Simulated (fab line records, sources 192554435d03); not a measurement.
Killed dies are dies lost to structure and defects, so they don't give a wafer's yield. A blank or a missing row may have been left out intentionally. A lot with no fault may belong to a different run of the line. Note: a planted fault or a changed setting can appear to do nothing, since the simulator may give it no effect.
One fault through the eyes of 2 desks | flow n5Finfet | what lay behind the numbers comes last; until then each desk has only its own

THE TOOL OWNER'S DESK: epiRpcvd-04
The tool's own readings at N5_SD_EPI_P_EPI_21 (deposits SiGe:B, time 355 s): means of the sampled wafers that have a number, for each lot that ran on this tool. If a lot's mean is further than 4 standard deviations from the usual mean, the lot is out of limits and carries the mark OUT (the distance appears in the brackets).
Columns: A = lampInnerPct at N5_SD_EPI_P_EPI_21, usual 9.6 %
lot  | first seen here | A
L385 | day 3 06:38     | 9.9
L395 | day 5 23:54     | 10.0
L397 | day 6 10:34     | 9.9
L398 | day 6 18:33     | 9.9
This desk's verdict: no lot among the 4 shows anything out of limits.

THE METROLOGY DESK
Lot by lot, what the gauges showed, no matter which tool ran the lot: averages of those sampled wafers that carry a number. If a lot's mean is further than 4 standard deviations from the usual mean, the lot is out of limits and carries the mark OUT (the distance appears in the brackets).
Columns: A = thkNm at N5_SD_EPI_P_EPI_MEAS_23, usual 60.9 nm
lot  | first seen here | A
L385 | day 3 10:31     | 59.2
L395 | day 6 01:45     | 68.8 (+6.1) OUT
L397 | day 6 12:24     | 63.6
L398 | day 6 19:40     | 66.3 (+4.2) OUT
L405 | day 8 07:54     | 61.4
This desk's verdict: out of limits on L395, L398, starting with L395 at day 6 01:45 (thkNm at N5_SD_EPI_P_EPI_MEAS_23). In limits: L385, L397, L405.

ALL TOGETHER
At day 6 01:45 the metrology desk could have sounded an alarm, on L395, L398.
Nothing out of limits was seen by the tool owner's desk.
Tool owner's desk: L395, L398 on record, inside its limits.
Of the lots named, all ran N5_SD_EPI_P_EPI_21 on epiRpcvd-04.

WHAT THE SIMULATOR HAD PUT IN
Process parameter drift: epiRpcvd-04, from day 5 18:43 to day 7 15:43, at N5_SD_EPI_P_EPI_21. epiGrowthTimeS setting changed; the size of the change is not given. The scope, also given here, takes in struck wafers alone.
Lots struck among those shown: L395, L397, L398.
Time in hours between the start of the fault and the first out-of-limits reading at each desk: metrology desk, 7.
